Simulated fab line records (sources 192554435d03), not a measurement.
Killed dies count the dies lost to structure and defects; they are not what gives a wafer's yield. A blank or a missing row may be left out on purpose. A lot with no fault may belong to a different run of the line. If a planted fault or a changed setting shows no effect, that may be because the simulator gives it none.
fab line records ; flow n5-finfet
record lots=11; wafers=31; last-day=19
route steps=1938 shown WELL_APT@30 PMOS_HMC_CHANNEL_EPI@73 FIN_SAQP@111 BEOL_M4@1111
lots with no fault: from the same line, run without faults
start-h: the number of hours between the record's first day and the start of the first shown wafer of the lot ; wait-h: hours since the lot's step before ; " repeats the value in the row above ; L1.1+2: a single row standing in for several wafers ; - value missing, or start not given ; * or withheld: withheld ; < > ~ a bound
route shown NAME@n: names a module that has steps shown in the file, with the first one's number in the route ; usual: mean/standard deviation taken from wafers without a fault ; same: alike in all rows ; chamber/n: place in a boat ; sites: readings site by site ; _std_site: standard deviation across them ; _edge_site: inner sites' mean taken away from outer sites' mean ; radius-mm: how far each site lies from the wafer's centre ; mask NAME#n: copy n ; behind: tool/chamber where the wafer was last shaped ; hold: why the lot went on hold/how many hours it stayed there/how the hold came to an end ; device: names the non-switching transistor (n, p or np) ; end of line: tests of these same wafers at the route's end ; a step with no rows: only its recipe ; killed: dies that structure and defects cost at the first sort, which is not the same as the wafer's yield ; map: a wafer's dies, x killed, . not, _ none there
set.NAME: setting as actually run; set.NAME@STEP: the setting as run at that earlier step ; model.NAME: the simulator's own value behind a step, which no gauge read
the route's steps for a sample of lots (tables are steps, rows are wafers)
services: when a tool's chamber went out of use (start-h, in hours from the record's first day, below 0 if earlier), for how many hours, and the reason
## steps
# step N5_WELL_APT_INSPECT_10
# recipe mode=adi; inspect-instrument=macro
# usual raw-defect-count=2.1/1.3
lot.wafer;tool;chamber;start-h;wait-h;raw-defect-count
L317.1;defect-inspect-01;-;13.73;0.0;1
L317.4;defect-inspect-01;-;13.73;0.0;3
L317.6;defect-inspect-01;-;13.73;0.0;1
L318.1;defect-inspect-01;-;19.74;0.0;4
L318.2;defect-inspect-01;-;19.74;0.0;1
L318.6;defect-inspect-01;-;19.74;0.0;3
L319.3;defect-inspect-02;-;25.74;0.0;2
L319.4;defect-inspect-02;-;25.74;0.0;2
L319.6;defect-inspect-02;-;25.74;0.0;1
L323.2;defect-inspect-02;-;49.88;0.0;0
L323.4;defect-inspect-02;-;49.88;0.0;2
L323.5;defect-inspect-02;-;49.88;0.0;3
L324.1;defect-inspect-02;-;55.61;0.0;2
L324.2;defect-inspect-02;-;55.61;0.0;4
L324.6;defect-inspect-02;-;55.61;0.0;1
L326.2;defect-inspect-01;-;67.62;0.0;3
L326.3;defect-inspect-01;-;67.62;0.0;2
L326.6;defect-inspect-01;-;67.62;0.0;2
L328.1;defect-inspect-01;-;79.79;0.0;3
L328.4;defect-inspect-01;-;79.79;0.0;2
L328.6;defect-inspect-01;-;79.79;0.0;3
L330.1;defect-inspect-01;-;91.93;0.0;1
L330.2;defect-inspect-01;-;91.93;0.0;2
L330.5;defect-inspect-01;-;91.93;0.0;1
L332.2;defect-inspect-02;-;103.85;0.0;3
L332.3;defect-inspect-02;-;103.85;0.0;1
L332.5;defect-inspect-02;-;103.85;0.0;1
L333.1;defect-inspect-01;-;109.62;0.0;0
L333.4;defect-inspect-01;-;109.62;0.0;2
L334.1;defect-inspect-02;-;115.61;0.0;2
L334.5;defect-inspect-02;-;115.61;0.0;1
# step N5_PMOS_HMC_CHANNEL_EPI_ETCH_38
# recipe chemistry=CF4; target=SiO2; target-depth-a=15; ion-energy-ev=350; pressure-mtorr=10; icp-w=800; bias-w=400; cf4-flow-sccm=80
# usual drypump-motor-current-A=5.8/0.41; oes-product-au=1.002/0.024; throttle-valve-pct=21.73/0.27
lot.wafer;tool;chamber;start-h;wait-h;drypump-motor-current-A;oes-product-au;rf-hours-counter-h;throttle-valve-pct
L317.1;rie-si-06;3;17.65;0.0;5.7;0.966;13;21.88
L317.4;rie-si-06;1;17.65;0.0;5.6;0.982;197;21.88
L317.6;rie-si-06;1;17.65;0.0;5.6;0.988;-;21.89
L318.1;rie-si-06;3;23.68;0.0;5.7;0.962;13;21.88
L318.2;rie-si-06;0;23.68;0.0;6.0;0.964;47;22.26
L318.6;rie-si-06;1;23.68;0.0;5.6;0.984;-;21.89
L319.3;rie-si-02;1;29.50;0.0;6.5;1.000;22;21.60
L319.4;rie-si-02;3;29.50;0.0;6.2;1.031;60;21.87
L319.6;rie-si-02;0;29.50;0.0;5.8;1.043;-;21.49
L323.2;rie-si-04;0;53.74;0.0;5.4;0.998;138;22.00
L323.4;rie-si-04;3;53.74;0.0;6.1;0.997;57;21.76
L323.5;rie-si-04;1;53.74;0.0;5.6;1.003;-;21.12
L324.1;rie-si-04;3;59.56;0.0;6.0;1.006;57;21.76
L324.2;rie-si-04;1;59.56;0.0;5.6;1.009;145;21.14
L324.6;rie-si-04;0;59.56;0.0;5.4;0.998;-;21.99
L326.2;rie-si-02;1;71.76;0.0;6.6;0.984;23;21.61
L326.3;rie-si-02;3;71.76;0.0;6.2;1.018;61;21.86
L326.6;rie-si-02;2;71.76;0.0;5.9;1.010;-;21.44
L328.1;rie-si-02;0;83.56;0.0;5.8;1.034;134;21.46
L328.4;rie-si-02;3;83.56;0.0;6.2;1.012;61;21.87
L328.6;rie-si-02;2;83.56;0.0;6.0;1.016;-;21.44
L330.1;rie-si-06;1;96.28;0.0;5.6;0.993;199;21.90
L330.2;rie-si-06;3;96.28;0.0;5.7;0.966;15;21.88
L330.5;rie-si-06;1;96.28;0.0;5.6;0.994;-;21.90
L332.2;rie-si-02;0;108.57;0.0;5.8;1.035;134;21.48
L332.3;rie-si-02;1;108.57;0.0;6.5;0.988;24;21.62
L332.5;rie-si-02;1;108.57;0.0;6.5;1.375;-;21.73
L333.1;rie-si-02;0;114.15;0.0;5.8;1.443;134;21.60
L333.4;rie-si-02;2;114.15;0.0;5.9;1.008;-;21.44
L334.1;rie-si-02;1;121.33;0.0;6.5;1.375;24;21.76
L334.5;rie-si-02;1;121.33;0.0;6.6;1.371;-;21.75
# step N5_FIN_SAQP_CD_MEAS_16
# recipe target-cd-nm=35.6; landing-energy-ev=500; detector=se-inlens
# usual cd-nm=35.6/0.35
lot.wafer;tool;chamber;start-h;wait-h;cd-nm
L317.1;cd-sem-02;0;21.27;-;35.8
L317.4;cd-sem-02;0;21.27;-;35.3
L317.6;cd-sem-02;0;21.27;-;36.2
L318.1;cd-sem-02;0;27.17;-;35.9
L318.2;cd-sem-02;0;27.17;-;36.3
L318.6;cd-sem-02;0;27.17;-;36.3
L319.3;cd-sem-01;0;33.84;-;35.9
L319.4;cd-sem-01;0;33.84;-;35.0
L319.6;cd-sem-01;0;33.84;-;35.2
L323.2;cd-sem-03;0;57.24;-;35.6
L323.4;cd-sem-03;0;57.24;-;35.6
L323.5;cd-sem-03;0;57.24;-;35.3
L324.1;cd-sem-01;0;63.18;-;35.5
L324.2;cd-sem-01;0;63.18;-;35.1
L324.6;cd-sem-01;0;63.18;-;35.9
L326.2;cd-sem-02;0;75.66;-;35.8
L326.3;cd-sem-02;0;75.66;-;35.5
L326.6;cd-sem-02;0;75.66;-;35.7
L328.1;cd-sem-02;0;87.25;-;35.0
L328.4;cd-sem-02;0;87.25;-;34.9
L328.6;cd-sem-02;0;87.25;-;35.0
L330.1;cd-sem-02;0;100.49;-;35.7
L330.2;cd-sem-02;0;100.49;-;35.9
L330.5;cd-sem-02;0;100.49;-;35.2
L332.2;cd-sem-03;0;113.77;-;36.1
L332.3;cd-sem-03;0;113.77;-;36.0
L332.5;cd-sem-03;0;113.77;-;35.8
L333.1;cd-sem-01;0;118.34;-;35.6
L333.4;cd-sem-01;0;118.34;-;35.6
L334.1;cd-sem-02;0;124.96;-;35.6
L334.5;cd-sem-02;0;124.96;-;35.3
# step N5_FIN_SAQP_INSPECT_18
# recipe mode=adi; inspect-instrument=brightfield
# usual raw-defect-count=426/110
lot.wafer;tool;chamber;start-h;wait-h;raw-defect-count
L317.1;defect-inspect-01;-;21.33;0.0;440
L317.4;defect-inspect-01;-;21.33;0.0;347
L317.6;defect-inspect-01;-;21.33;0.0;395
L318.1;defect-inspect-01;-;27.24;0.0;328
L318.2;defect-inspect-01;-;27.24;0.0;433
L318.6;defect-inspect-01;-;27.24;0.0;392
L319.3;defect-inspect-02;-;33.90;0.0;422
L319.4;defect-inspect-02;-;33.90;0.0;378
L319.6;defect-inspect-02;-;33.90;0.0;447
L323.2;defect-inspect-01;-;57.30;0.0;407
L323.4;defect-inspect-01;-;57.30;0.0;295
L323.5;defect-inspect-01;-;57.30;0.0;357
L324.1;defect-inspect-02;-;63.24;0.0;394
L324.2;defect-inspect-02;-;63.24;0.0;547
L324.6;defect-inspect-02;-;63.24;0.0;485
L326.2;defect-inspect-02;-;75.72;0.0;551
L326.3;defect-inspect-02;-;75.72;0.0;402
L326.6;defect-inspect-02;-;75.72;0.0;579
L328.1;defect-inspect-01;-;87.31;0.0;289
L328.4;defect-inspect-01;-;87.31;0.0;277
L328.6;defect-inspect-01;-;87.31;0.0;304
L330.1;defect-inspect-01;-;100.55;0.0;655
L330.2;defect-inspect-01;-;100.55;0.0;669
L330.5;defect-inspect-01;-;100.55;0.0;504
L332.2;defect-inspect-02;-;113.83;0.0;266
L332.3;defect-inspect-02;-;113.83;0.0;607
L332.5;defect-inspect-02;-;113.83;0.0;480
L333.1;defect-inspect-02;-;118.40;0.0;401
L333.4;defect-inspect-02;-;118.40;0.0;593
L334.1;defect-inspect-02;-;125.02;0.0;378
L334.5;defect-inspect-02;-;125.02;0.0;383
# step N5_BEOL_M4_RC_MEAS_101
# usual DIBL_N=36.0/1.7; DIBL_P=36.2/1.9; IOFF_N=0.154/0.028; IOFF_P=0.21/0.036; ION_N=675/11; ION_P=463/8.3; SS_N=71.4/0.63; SS_P=73.2/0.55; VT_N=250.2/3; VT_P=-251/3.7
lot.wafer;tool;chamber;start-h;wait-h;DIBL_N[mV/V];DIBL_P[mV/V];IOFF_N[nA/um];IOFF_P[nA/um];ION_N[uA/um];ION_P[uA/um];SS_N[mV/dec];SS_P[mV/dec];VT_N[mV];VT_P[mV]
L317.1;prober-02;0;192.80;0.0;37.5;37.4;0.178;0.29;673;469;71.7;73.6;248.0;-242
L317.4;prober-02;0;192.80;0.0;34.2;33.4;0.133;0.23;672;475;70.0;73.3;251.1;-245
L317.6;prober-02;0;192.80;0.0;36.4;35.8;0.157;0.26;666;468;71.2;73.5;253.0;-243
L318.1;prober-01;0;197.44;0.0;35.0;33.2;0.116;0.17;670;455;71.2;73.0;252.2;-252
L318.2;prober-01;0;197.44;0.0;38.3;38.5;0.186;0.26;688;474;72.9;73.9;245.6;-247
L318.6;prober-01;0;197.44;0.0;39.0;38.7;0.196;0.26;700;477;72.4;73.9;245.2;-246
L323.2;prober-02;0;264.84;0.2;34.7;35.6;0.134;0.18;666;460;71.4;72.7;252.2;-252
L323.4;prober-02;0;264.84;0.2;35.7;36.4;0.155;0.20;679;461;71.4;72.8;248.9;-251
L323.5;prober-02;0;264.84;0.2;35.7;36.5;0.146;0.19;674;465;71.2;72.5;249.6;-251
L324.1;prober-01;0;269.35;0.0;36.9;37.4;0.154;0.20;673;455;71.7;73.4;252.1;-252
L324.2;prober-01;0;269.35;0.0;35.5;35.5;0.126;0.18;660;455;72.1;72.6;252.8;-252
L324.6;prober-01;0;269.35;0.0;36.7;36.4;0.142;0.18;670;455;71.4;73.1;250.3;-254
L326.2;prober-02;0;282.07;0.2;35.3;34.8;0.139;0.19;680;463;71.2;73.5;248.6;-253
L326.3;prober-02;0;282.07;0.2;37.6;36.5;0.168;0.21;674;459;72.3;73.3;250.2;-250
L326.6;prober-02;0;282.07;0.2;35.9;35.5;0.142;0.19;670;453;71.2;73.5;251.0;-254
L330.1;prober-02;0;296.73;0.0;33.4;33.4;0.116;0.18;651;457;70.2;72.5;254.3;-250
L330.2;prober-02;0;296.73;0.0;36.1;36.3;0.161;0.22;667;461;71.7;73.4;250.3;-248
L330.5;prober-02;0;296.73;0.0;36.1;36.0;0.152;0.21;667;459;72.3;72.6;252.9;-251
L328.1;prober-01;0;297.52;0.0;38.1;39.2;0.194;0.22;699;468;71.7;73.8;248.7;-251
L328.4;prober-01;0;297.52;0.0;36.0;36.2;0.148;0.17;669;449;71.4;73.2;251.7;-256
L328.6;prober-01;0;297.52;0.0;37.3;37.9;0.170;0.20;677;454;71.6;73.6;249.3;-255
L319.3;prober-01;0;307.21;0.3;34.5;35.1;0.143;0.19;664;458;71.8;73.2;250.0;-254
L319.4;prober-01;0;307.21;0.3;36.8;38.3;0.181;0.23;683;470;71.7;74.0;249.0;-251
L319.6;prober-01;0;307.21;0.3;37.0;39.3;0.202;0.26;688;469;72.3;73.5;244.7;-247
L332.2;prober-02;0;310.04;0.2;35.8;34.7;0.133;0.21;668;463;70.8;73.0;252.7;-247
L332.3;prober-02;0;310.04;0.2;36.9;37.0;0.160;0.25;669;465;71.2;73.9;245.8;-246
L332.5;prober-02;0;310.04;0.2;35.5;34.6;0.142;0.22;665;466;70.7;72.5;247.8;-248
L333.1;prober-01;0;315.85;0.0;35.0;34.9;0.141;0.18;681;463;70.7;73.4;251.4;-255
L333.4;prober-01;0;315.85;0.0;34.4;34.3;0.138;0.18;684;466;71.4;73.2;249.5;-255
L334.1;prober-01;0;330.18;0.0;33.6;34.5;0.131;0.17;675;460;71.1;73.3;252.0;-254
L334.5;prober-01;0;330.18;0.0;32.6;32.5;0.105;0.15;658;454;70.6;73.3;256.1;-255
## services
tool;chamber;start-h;hours;kind
rie-si-06;0;7.61;7.4;repair
rie-si-02;-;62.72;0.8;repair
rie-si-04;-;74.08;0.7;repair
rie-si-04;2;87.27;5.8;repair
rie-si-04;3;89.37;8.2;repair
rie-si-06;1;97.59;-;clean
rie-si-06;1;97.59;25.1;scheduled-down
rie-si-06;1;97.59;25.1;vent-cycle
rie-si-02;3;98.19;16.3;repair
rie-si-06;3;98.29;6.3;repair
## key
first-sign step=N5_PMOS_HMC_CHANNEL_EPI_ETCH_38; reading=oes-product-au; direction=up; sigmas=16; usual=1.002; struck=1.391
effect none on later readings
met-at N5_PMOS_HMC_CHANNEL_EPI_ETCH_38
struck-lots L332,L333,L334
struck-wafers L332.5,L333.1,L334.1,L334.5
not-acting-at N5_WELL_APT_INSPECT_10,N5_FIN_SAQP_CD_MEAS_16,N5_FIN_SAQP_INSPECT_18
onset-between 83.56 108.57
fault kind=process-parameter-drift; tool=rie-si-02; chamber=-; onset-h=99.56; steps=N5_PMOS_HMC_CHANNEL_EPI_ETCH_38; channel=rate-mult; offset=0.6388; shape=step; end-h=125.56; scope=struck-wafers-only
